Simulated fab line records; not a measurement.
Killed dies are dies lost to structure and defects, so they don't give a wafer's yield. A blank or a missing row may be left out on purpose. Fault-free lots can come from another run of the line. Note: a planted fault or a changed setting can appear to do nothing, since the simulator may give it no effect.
Code-filled problem report in 8D (eight disciplines) form | flow n5_finfet | the parts of the form that need people (team, actions taken, sign-off) are left out

== 1. PROBLEM STATEMENT ==
REXT_P at N5_BEOL_M4_RC_MEAS_101 reads a mean of 116.6 ohm.um on 2 wafers of 2 lots; wafers without a fault read 100.3 ohm.um with a standard deviation of 2.1. Measured from the usual mean, that is +7.8 standard deviations.
Earliest sighting: wafer L245.3 on prober-02 at day 12 08:14. The record holds 32 wafers of 11 lots with a number at this step. Rule for "out" (also "out of limits"): further than 4 standard deviations from the usual mean. Any other wafer with a number is counted as sound.

== 2. WHAT IT IS, WHAT IT ISN'T ==
question                    | is                | is not
which readings at this step | REXT_P, ION_P     | DIBL_N, IOFF_N, ION_N, SS_N, SS_P, VT_N
which lots                  | L245, L248        | L231, L232, L234, L236, L238, L242, L250, L252, L254
which wafers of those lots  | L245.3, L248.3    | L245.1, L245.2, L248.2, L248.6
read on which gauges        | prober-02         | prober-01
when                        | from day 12 08:14 | up to then (19 sound wafers); but 11 sound wafers of L248, L250, L252, L254 came after

== 3. THE SUSPECTS, EACH WITH WHAT RULES IT OUT ==
Counting: any tool at a process step up to the reading remains a suspect provided it ran every lot that is out. Sound lots after the first of them don't rule it out here, since some wafers of a struck lot are sound.
- the gauge at N5_BEOL_M4_RC_MEAS_101: ruled out. All the wafers that are out were read on prober-02, but those of them that N5_PASSIVATION_PROBE_49 has rows for are out there too, on other tools.
- epi_rpcvd-01 at N5_SD_EPI_P_VAPOR_ETCH_44 (etches SiGe30 in NF3/Ar, time 3.3 s): kept. It ran every lot that is out, first L245 (day 6 21:29); its last sound lot up to then is L242 (day 6 06:52).
- pvd_sputter-01 at N5_BEOL_M4_ANNEAL_82 (time 240 s): kept. It ran every lot that is out, first L245 (day 12 05:41); its last sound lot up to then is L238 (day 10 02:35).
- pvd_sputter-01 at N5_BEOL_M4_ANNEAL_93 (time 240 s): kept. It ran every lot that is out, first L245 (day 12 06:34); its last sound lot up to then is L238 (day 10 03:28).
The count leaves epi_rpcvd-01 at N5_SD_EPI_P_VAPOR_ETCH_44, pvd_sputter-01 at N5_BEOL_M4_ANNEAL_82, and pvd_sputter-01 at N5_BEOL_M4_ANNEAL_93.

== 4. THE CAUSE (what the simulator had put in) ==
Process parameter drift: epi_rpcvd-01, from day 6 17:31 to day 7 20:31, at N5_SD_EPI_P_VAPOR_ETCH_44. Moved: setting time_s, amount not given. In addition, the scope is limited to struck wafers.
Counting left 3 suspects, and this tool is among them.

== 5. SEQUENCE OF EFFECTS, ordered by route ==
One row per reading whose mean, taken over the struck wafers that have a number, lies over 3 standard deviations from the usual. Scope: only readings with a usual standard deviation given in the record; hours: median across lots of the time from each lot's start at the first step in this table that gives one to its start at this step; sigmas: change in usual standard deviations.
hours | step                    | reading          | usual        | on struck wafers | change | sigmas
0     | N5_BEOL_M4_RC_MEAS_101  | DIBL_P           | 37.1 mV/V    | 30.9             | -6.2   | -3.1
0     | N5_BEOL_M4_RC_MEAS_101  | IOFF_P           | 0.22 nA/um   | 0.11             | -0.11  | -3.2
0     | N5_BEOL_M4_RC_MEAS_101  | IOFF_P_85C       | 3.8 nA/um    | 2.0              | -1.8   | -3.4
0     | N5_BEOL_M4_RC_MEAS_101  | IOFF_P_LIN       | 0.104 nA/um  | 0.056            | -0.048 | -3.5
0     | N5_BEOL_M4_RC_MEAS_101  | ION_P            | 463 uA/um    | 424              | -40    | -5.1
0     | N5_BEOL_M4_RC_MEAS_101  | REXT_P           | 100.3 ohm.um | 116.6            | +16.3  | +7.8
0     | N5_BEOL_M4_RC_MEAS_101  | VT_P             | -250 mV      | -264             | -14    | -4.0
0     | N5_BEOL_M4_RC_MEAS_101  | VT_P_LVT         | -97.7 mV     | -109.7           | -12.0  | -4.1
97    | N5_PASSIVATION_PROBE_49 | sort_bin_8_speed | 0.00 %       | 71.06            | +71.06 | +99 or more
97    | N5_PASSIVATION_PROBE_49 | sort_n_pass      | 1073         | 240              | -833   | -44
Here are the process steps it includes:
- N5_PASSIVATION_PROBE_49

== 6. WHAT WOULD HAVE CAUGHT IT SOONER ==
Counted from the fault's start at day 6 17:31, it took 135 hours until the first out-of-limits reading at a measuring or inspecting step in this record, taken at day 12 08:14.
All the lots that are out (2) had begun N5_SD_EPI_P_VAPOR_ETCH_44 on epi_rpcvd-01 by day 12 08:14. Had the tool been put on hold then, not one of them would have been saved.
